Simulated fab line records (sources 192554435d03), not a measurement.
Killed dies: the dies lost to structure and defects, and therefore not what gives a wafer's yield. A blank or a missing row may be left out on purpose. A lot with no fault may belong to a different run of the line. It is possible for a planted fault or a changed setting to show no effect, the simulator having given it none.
Chamber matching :: flow n5Finfet :: 14 sister chambers for N5_DUMMY_GATE_CVD_03 on lpcvd-01
The step deposits a-Si from SiH4, target thk 150 nm, time 8042 s. 16 wafers are shown with their chamber, then 1 later ones without.

== WAFERS WITH THEIR CHAMBER ==
wafer: L412.1
chamber: 1/65
spikeTcLowerC (C): 531.2
spikeTcTopC (C): 550.8

wafer: L412.4
chamber: 1/79
spikeTcLowerC (C): 531.2
spikeTcTopC (C): 550.8

wafer: L412.5
chamber: 1/84
spikeTcLowerC (C): 531.2
spikeTcTopC (C): 550.8

wafer: L413.2
chamber: 0/20
spikeTcLowerC (C): 529.6
spikeTcTopC (C): 549.9

wafer: L413.3
chamber: 0/25
spikeTcLowerC (C): 529.6
spikeTcTopC (C): 549.9

wafer: L413.6
chamber: 0/39
spikeTcLowerC (C): 529.6
spikeTcTopC (C): 549.9

wafer: L415.2
chamber: 1/45
spikeTcLowerC (C): 531.5
spikeTcTopC (C): 550.8

wafer: L415.3
chamber: 1/50
spikeTcLowerC (C): 531.5
spikeTcTopC (C): 550.8

wafer: L415.5
chamber: 1/59
spikeTcLowerC (C): 531.5
spikeTcTopC (C): 550.8

wafer: L416.2
chamber: 1/45
spikeTcLowerC (C): 531.7
spikeTcTopC (C): 550.9

wafer: L416.3
chamber: 1/50
spikeTcLowerC (C): 531.7
spikeTcTopC (C): 550.9

wafer: L416.4
chamber: 1/54
spikeTcLowerC (C): 531.7
spikeTcTopC (C): 550.9

wafer: L419.3
chamber: 0/100
spikeTcLowerC (C): 529.4
spikeTcTopC (C): 550.1

wafer: L419.4
chamber: 0/104
spikeTcLowerC (C): 529.4
spikeTcTopC (C): 550.1

wafer: L419.6
chamber: 0/114
spikeTcLowerC (C): 529.4
spikeTcTopC (C): 550.1

wafer: L420.1
chamber: 1/40
spikeTcLowerC (C): 530.6
spikeTcTopC (C): 550.8

== WAFERS WHOSE CHAMBER IS MISSING ==
wafer: L420.5
spikeTcLowerC (C): 530.6
spikeTcTopC (C): 550.8

== EACH ONE'S CHAMBER ==
wafer: L420.5
from the rows above: 1/40
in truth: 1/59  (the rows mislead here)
Correct placement for 0 of the 1. Left unplaced by these rows: 0. Wrongly placed: 1.
How it was worked out, from the rows above alone: a wafer's distance from a chamber is the root of the sum, over the readings, of the square of ((its reading less the chamber's mean) divided by the reading's scatter). The wafer belongs to the nearest chamber; if the next one is less than 2 further off, it can't be placed. Each chamber's mean is taken over the wafers shown for it. The scatter is the square root of a quotient: the sum, over the shown wafers, of each reading's squared deviation from its chamber's mean, divided by wafers minus chambers.
